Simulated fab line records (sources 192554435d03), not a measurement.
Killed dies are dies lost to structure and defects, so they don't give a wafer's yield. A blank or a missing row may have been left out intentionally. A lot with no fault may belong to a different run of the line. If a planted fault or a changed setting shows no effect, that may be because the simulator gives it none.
Chamber matching + flow n5 finfet + 3 sister chambers for N5_BEOL_M2_DEP_57 on pecvd-03
The step deposits SiCN from 3MS/NH3, target thk 8 nm, time 14 s. 3 wafers are shown with their chamber, then 10 later ones without.

== EACH WAFER AND ITS CHAMBER ==
| wafer  | chamber | showerhead plenum p Torr (Torr) |
|--------|---------|---------------------------------|
| L081.1 | 2       | 3.673                           |
| L086.2 | 0       | 3.657                           |
| L086.4 | 1       | 3.677                           |

== WAFERS WITHOUT THEIR CHAMBER ==
| wafer  | showerhead plenum p Torr (Torr) |
|--------|---------------------------------|
| L086.5 | 3.647                           |
| L076.3 | 3.649                           |
| L076.4 | 3.666                           |
| L076.6 | 3.659                           |
| L090.2 | 3.657                           |
| L090.4 | 3.662                           |
| L090.6 | 3.673                           |
| L092.1 | 3.658                           |
| L092.2 | 3.685                           |
| L092.4 | 3.673                           |

== THE CHAMBER EACH PASSED THROUGH ==
| wafer  | from the rows above          | in truth |
|--------|------------------------------|----------|
| L086.5 | 0                            | 0        |
| L076.3 | 0                            | 0        |
| L076.4 | can't be placed: 2 or 0 or 1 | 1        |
| L076.6 | 0                            | 0        |
| L090.2 | 0                            | 0        |
| L090.4 | can't be placed: 0 or 2 or 1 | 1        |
| L090.6 | can't be placed: 2 or 1      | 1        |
| L092.1 | 0                            | 0        |
| L092.2 | can't be placed: 1 or 2      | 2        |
| L092.4 | can't be placed: 2 or 1      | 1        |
Placed correctly: 5 of 10. Can't be placed from these rows: 5 (the true chamber is among the candidates in 5). Wrongly placed: 0.
How it was worked out, from the rows above alone: a wafer's distance from a chamber is the root of the sum, over the readings, of the square of ((its reading less the chamber's mean) divided by the reading's scatter). If the next closest chamber is less than 2 further off than the closest, the wafer can't be placed; otherwise it belongs to the closest. A chamber's mean is the mean of its shown wafers. The scatter: root of mean squared gap, hidden wafer to nearest shown wafer, with one shown wafer a chamber.
